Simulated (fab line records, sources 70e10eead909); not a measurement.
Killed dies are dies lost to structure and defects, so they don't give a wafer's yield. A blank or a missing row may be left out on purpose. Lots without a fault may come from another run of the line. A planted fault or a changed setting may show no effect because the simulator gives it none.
fab line records | flow nand_harc
record lots=5 wafers=14 last_day=31
route steps=1302 shown P_M2@321
lots that met no fault: from a run of the same line without faults
start_h: hours from the record's first day to the start of the lot's first wafer shown | wait_h: hours since the lot's step before | " the same as in the row above | L1.1+2: a row that stands for several wafers | - no value, or no start given | * or withheld: withheld | < > ~ a bound
route shown NAME@n: a module of which the file shows steps, and the number in the route of the first | usual: mean/standard deviation of fault-free wafers | same: alike in all rows | chamber/n: place in a boat | sites: the reading at each site | _std_site: their standard deviation | _edge_site: outer sites' mean less inner sites' | radius_mm: how far each site lies from the wafer's centre | mask NAME#n: copy n | behind: the tool/chamber that last shaped the wafer | hold: why the lot was held/for how many hours/how that ended | device: the transistor (n, p or np) that didn't switch | end of line: the same wafers' tests at the end of the route | a step without rows: its recipe alone | killed: dies lost to structure and defects at the first sort, not the wafer's yield | map: a wafer's dies, x killed, . not, _ none there
set.NAME: the setting as run; set.NAME@STEP: as run at that earlier step | model.NAME: the simulator's own value behind a step, which no gauge read
lots at some steps of the route; a table a step, a row a wafer
services: from which hour (start_h, from the record's first day; less than 0 if before it) a tool's chamber was out of use, for how many hours, and why
## steps
# step NHARC_P_M2_COAT_34
# recipe temp_c=200 time_s=65
# step NHARC_P_M2_COAT_03
# recipe spin_rpm=1500 resist_thk_nm=90
# step NHARC_P_M2_SOFTBAKE_04
# recipe temp_c=105 time_s=55
# step NHARC_P_M2_EBR_05
# step NHARC_P_M2_EXPOSE_06
# recipe na=1.35 target_cd_nm=170 dose_mj=80.78 mask_id=P_M2
# step NHARC_P_M2_PEB_07
# recipe peb_temp_c=100 peb_time_s=65
# step NHARC_P_M2_DEVELOP_08
# recipe develop_time_s=35 dev_temp_c=23
# step NHARC_P_M2_CD_MEAS_09
# recipe target_cd_nm=170 landing_energy_ev=500
# usual cd_nm=170.8/0.77
# same landing_energy_ev=500
# columns lot.wafer tool chamber start_h wait_h cd_nm
L483.2 cd_sem-01 0 139.75 - 171.9
L483.3 " 0 " " 171.6
L483.4 " 0 " " 170.1
L490.1 cd_sem-01 0 210.65 - 171.3
L490.3 " 0 " " 171.2
L490.5 " 0 " " 171.1
L494.2 cd_sem-01 0 247.10 - 171.5
L494.3 " 0 " " 170.6
L494.4 " 0 " " 169.7
L498.4 cd_sem-02 0 306.08 - 170.1
L498.6 " 0 " " 170.4
L501.2 cd_sem-01 0 318.29 - 171.2
L501.4 " 0 " " 169.8
L501.6 " 0 " " 170.3
# step NHARC_P_M2_OVL_MEAS_10
# recipe pitch_nm=340
# usual overlay_x_nm=0.0/0.96 overlay_y_nm=-0.2/0.76
# columns lot.wafer tool chamber start_h wait_h overlay_x_nm overlay_y_nm
L483.2 overlay-01 - 139.84 - -0.5 -1.0
L483.3 " - " " -0.1 -0.7
L483.4 " - " " -0.2 -1.4
L490.1 overlay-02 - 210.74 - -0.4 0.7
L490.3 " - " " -0.3 0.9
L490.5 " - " " -0.6 0.9
L494.2 overlay-01 - 247.19 - 0.5 -1.8
L494.3 " - " " 0.7 -1.5
L494.4 " - " " 0.6 -1.7
L498.4 overlay-02 - 306.17 - -2.1 -1.4
L498.6 " - " " -0.9 -1.6
L501.2 overlay-01 - 318.38 - 0.6 -0.4
L501.4 " - " " 0.7 0.2
L501.6 " - " " 0.9 -0.1
# step NHARC_P_M2_INSPECT_11
# usual raw_defect_count=4.5/2.5
# columns lot.wafer tool chamber start_h wait_h raw_defect_count
L483.2 defect_inspect-02 - 139.87 0.0 2
L483.3 " - " " 6
L483.4 " - " " 5
L490.1 defect_inspect-02 - 210.77 0.0 10
L490.3 " - " " 10
L490.5 " - " " 9
L494.2 defect_inspect-02 - 247.23 0.0 9
L494.3 " - " " 10
L494.4 " - " " 8
L498.4 defect_inspect-02 - 306.20 0.0 3
L498.6 " - " " 2
L501.2 defect_inspect-02 - 318.42 0.0 5
L501.4 " - " " 1
L501.6 " - " " 4
# step NHARC_P_M2_DESCUM_14
# recipe time_s=3 o2_flow_sccm=200 ar_flow_sccm=0 bias_power_w=0 chemistry=O2
# usual drypump_motor_current_A=5.7/0.51 oes_product_au=0.995/0.017 rf_vpp_V=58.0/0.96 showerhead_plenum_p_Torr=1.94/0.089 throttle_valve_pct=11.311/0.0088
# same time_s=3
# columns lot.wafer tool chamber start_h wait_h drypump_motor_current_A oes_product_au rf_hours_counter_h rf_vpp_V showerhead_plenum_p_Torr throttle_valve_pct
L483.2 rie_diel-13 3 139.94 0.1 6.2 1.017 11 58.0 1.86 11.310
L483.4 " 0 " " 5.7 1.000 9 57.1 1.91 11.305
L483.3 " 1 " " 4.9 1.018 7 59.8 2.04 11.304
L490.1 rie_diel-13 0 210.83 0.1 5.7 1.001 2 57.7 1.91 11.312
L490.3 " 3 " " 6.2 1.009 3 56.8 1.86 11.303
L490.5 " 1 " " 4.9 1.007 - 58.4 2.04 11.304
L494.3 rie_diel-07 2 247.29 0.1 5.7 1.006 4 56.6 1.78 11.302
L494.2 " 0 " " 6.5 0.992 6 58.5 1.86 11.295
L494.4 " 1 " " 5.0 0.992 5 58.4 2.02 11.314
L498.4 rie_diel-07 1 306.29 0.1 5.0 1.001 1 58.0 2.02 11.298
L498.6 " 3 " " 5.7 0.977 - 58.0 1.87 11.316
L501.2 rie_diel-09 3 318.48 0.1 5.7 0.984 8 58.1 2.06 11.310
L501.4 " 0 " " 5.3 0.964 8 58.1 1.93 11.321
L501.6 " 0 " " 5.3 0.963 - 58.2 1.93 11.303
# step NHARC_P_M2_ETCH_35
# recipe target_depth_a=400 overetch_a=120 time_s=43.94 ion_energy_ev=200 n2_flow_sccm=150 h2_flow_sccm=150 ar_flow_sccm=0 rf_w=400 bias_w=150 chemistry=N2/H2
# usual drypump_motor_current_A=5.7/0.52 oes_product_au=0.995/0.017 rf_fwd_power_W=394.4/1.9 rf_vpp_V=431.4/2.8 showerhead_plenum_p_Torr=2.07/0.096 throttle_valve_pct=14.172/0.0096
# same time_s=43.94
# columns lot.wafer tool chamber start_h wait_h drypump_motor_current_A oes_product_au rf_fwd_power_W rf_hours_counter_h rf_vpp_V showerhead_plenum_p_Torr throttle_valve_pct
L483.3 rie_diel-13 1 140.02 0.1 4.9 1.011 395.0 7 434.2 2.17 14.167
L483.2 " 2 " " 6.5 1.012 395.6 9 433.8 2.15 14.176
L483.4 " 0 " " 5.7 0.986 389.7 9 429.7 2.03 14.191
L490.3 rie_diel-13 0 210.93 0.1 5.7 1.001 391.4 2 430.5 2.03 14.174
L490.1 " 2 " " 6.5 1.023 395.3 3 432.0 2.15 14.167
L490.5 " 0 " " 5.7 1.001 390.9 - 430.4 2.03 14.163
L494.4 rie_diel-07 2 247.38 0.1 5.7 1.011 392.0 4 427.5 1.90 14.166
L494.3 " 3 " " 5.6 0.976 394.8 5 428.9 1.99 14.177
L494.2 " 0 " " 6.5 0.985 395.9 6 428.1 1.98 14.184
L498.4 rie_diel-07 1 306.36 0.1 5.0 0.993 394.8 1 434.3 2.15 14.173
L498.6 " 2 " " 5.7 1.007 393.8 - 427.3 1.89 14.168
L501.4 rie_diel-09 1 318.56 0.1 5.9 0.996 396.8 8 433.1 2.13 14.163
L501.2 " 0 " " 5.3 0.968 394.0 8 429.5 2.06 14.169
L501.6 " 2 " " 5.2 0.982 394.7 - 435.0 2.19 14.179
# step NHARC_P_M2_ETCH_15
# recipe target_depth_a=1825 time_s=91.2 c4f8_flow_sccm=withheld ar_flow_sccm=400 rf_w=600 bias_w=300 chemistry=C4F8/Ar
# usual oes_product_au=0.942/0.025 rf_fwd_power_W=595.3/2.5 rf_vpp_V=441.7/2.8
# same time_s=91.2
# columns lot.wafer tool chamber start_h wait_h oes_product_au rf_fwd_power_W rf_hours_counter_h rf_vpp_V
L483.3 rie_diel-13 0 140.11 - 0.919 592.5 9 440.7
L483.4 " 1 " " 0.916 597.8 7 444.0
L483.2 " 3 " " 0.934 595.6 11 438.8
L490.1 rie_diel-13 1 211.01 - 0.921 595.9 3 443.8
L490.3 " 0 " " 0.938 592.2 2 439.4
L490.5 " 1 " " 0.930 596.5 - 444.1
L494.2 rie_diel-07 3 247.46 - 0.909 598.2 5 439.1
L494.4 " 1 " " 0.923 593.8 5 444.9
L494.3 " 2 " " 0.936 593.9 4 438.3
L498.4 rie_diel-07 3 306.46 - 0.858 597.2 0 439.6
L498.6 " 1 " " 0.882 591.3 - 444.4
L501.4 rie_diel-09 0 318.66 - 0.924 595.3 8 440.7
L501.2 " 2 " " 0.955 595.1 8 444.3
L501.6 " 0 " " 0.933 593.6 - 440.3
# step NHARC_P_M2_CD_MEAS_16
# usual cd_nm=170.5/1.2
# columns lot.wafer tool chamber start_h wait_h cd_nm
L483.2 cd_sem-01 - 140.24 - 171.9
L483.3 " - " " 171.7
L483.4 " - " " 169.4
L490.1 cd_sem-03 - 211.14 - 171.8
L490.3 " - " " 171.3
L490.5 " - " " 171.7
L494.2 cd_sem-03 - 247.59 - 172.3
L494.3 " - " " 169.5
L494.4 " - " " 169.3
L498.4 cd_sem-01 - 306.57 - 170.5
L498.6 " - " " 169.8
L501.2 cd_sem-01 - 318.78 - 171.0
L501.4 " - " " 170.0
L501.6 " - " " 170.6
## services
# columns tool chamber start_h hours kind
rie_diel-07 - 117.20 9.0 pm
rie_diel-13 0 119.53 - clean
rie_diel-13 1 119.53 - clean
rie_diel-13 2 119.53 - clean
rie_diel-13 3 119.53 - clean
rie_diel-13 1 120.04 4.3 repair
rie_diel-13 0 125.28 4.0 repair
rie_diel-13 0 134.27 2.6 repair
rie_diel-09 - 143.13 9.0 pm
rie_diel-13 0 144.03 - clean
rie_diel-13 1 144.03 - clean
rie_diel-13 2 144.03 - clean
rie_diel-13 3 144.03 - clean
rie_diel-13 - 165.00 9.0 pm
rie_diel-07 0 189.96 4.2 repair
rie_diel-13 2 220.15 34.9 repair
rie_diel-13 3 236.14 2.6 repair
rie_diel-07 - 239.29 0.7 repair
rie_diel-07 1 285.15 4.3 repair
rie_diel-09 0 286.43 3.3 repair
rie_diel-13 2 290.62 6.3 repair
rie_diel-07 - 294.21 9.0 pm
rie_diel-09 1 304.95 3.8 repair
rie_diel-13 3 305.49 14.4 repair
## key
first_sign step=NHARC_P_M2_ETCH_15 reading=oes_product_au direction=down sigmas=2.9 usual=0.942 struck=0.870
effect none on later readings
met_at NHARC_P_M2_ETCH_15
struck_wafers L498.4,L498.6
sort_left_out L498.4,L498.6
onset_between 247.46 306.46
fault kind=process_parameter_drift tool=rie_diel-07 chamber=- onset_h=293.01 steps=NHARC_P_M2_ETCH_15 channel=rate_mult offset=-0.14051 shape=step end_h=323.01 scope=struck_wafers_only
# sort_left_out: the simulated sort isn't trusted on such a fault, so these wafers' sort isn't shown, and their yield isn't known
